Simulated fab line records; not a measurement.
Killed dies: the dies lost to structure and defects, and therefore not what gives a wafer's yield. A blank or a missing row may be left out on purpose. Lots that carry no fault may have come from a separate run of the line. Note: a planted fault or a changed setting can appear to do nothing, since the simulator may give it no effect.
Matching of chambers	flow n5 finfet	4 sister chambers for N5_WELL_APT_DESCUM_30 on rie diel-01
The step chemistry O2, time 7.9 s. 4 wafers are shown with their chamber, then 11 later ones without.

EACH WAFER AND ITS CHAMBER
wafer	chamber	showerhead plenum p Torr (Torr)
L085.4	3	2.17
L087.5	2	2.04
L090.5	0	1.99
L093.3	1	2.14

WAFERS WITHOUT THEIR CHAMBER
wafer	showerhead plenum p Torr (Torr)
L093.5	2.16
L093.6	2.03
L095.1	1.99
L095.4	2.16
L095.6	1.99
L096.2	2.03
L096.4	2.16
L096.5	2.03
L097.3	2.14
L097.5	2.14
L097.6	2.03

EACH ONE'S CHAMBER
wafer	from the rows above	in truth
L093.5	can't be placed: 3 or 1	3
L093.6	2	2
L095.1	0	0
L095.4	can't be placed: 3 or 1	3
L095.6	0	0
L096.2	2	2
L096.4	can't be placed: 3 or 1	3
L096.5	2	2
L097.3	1	1
L097.5	1	1
L097.6	2	2
8 of 11 placed correctly. Unplaceable from these rows: 3, with the true chamber sitting among the candidates in 3. Wrongly placed: 0.
How it was worked out, from the rows above alone: a wafer's distance from a chamber is the root of the sum, over the readings, of the square of ((its reading less the chamber's mean) divided by the reading's scatter). If the next closest chamber is less than 2 further off than the closest, the wafer can't be placed; otherwise it belongs to the closest. For every chamber, the mean is computed from those of its wafers that are shown. The scatter (one wafer shown for each chamber): square how far every hidden wafer sits from the nearest shown wafer, average those squares and take the square root.
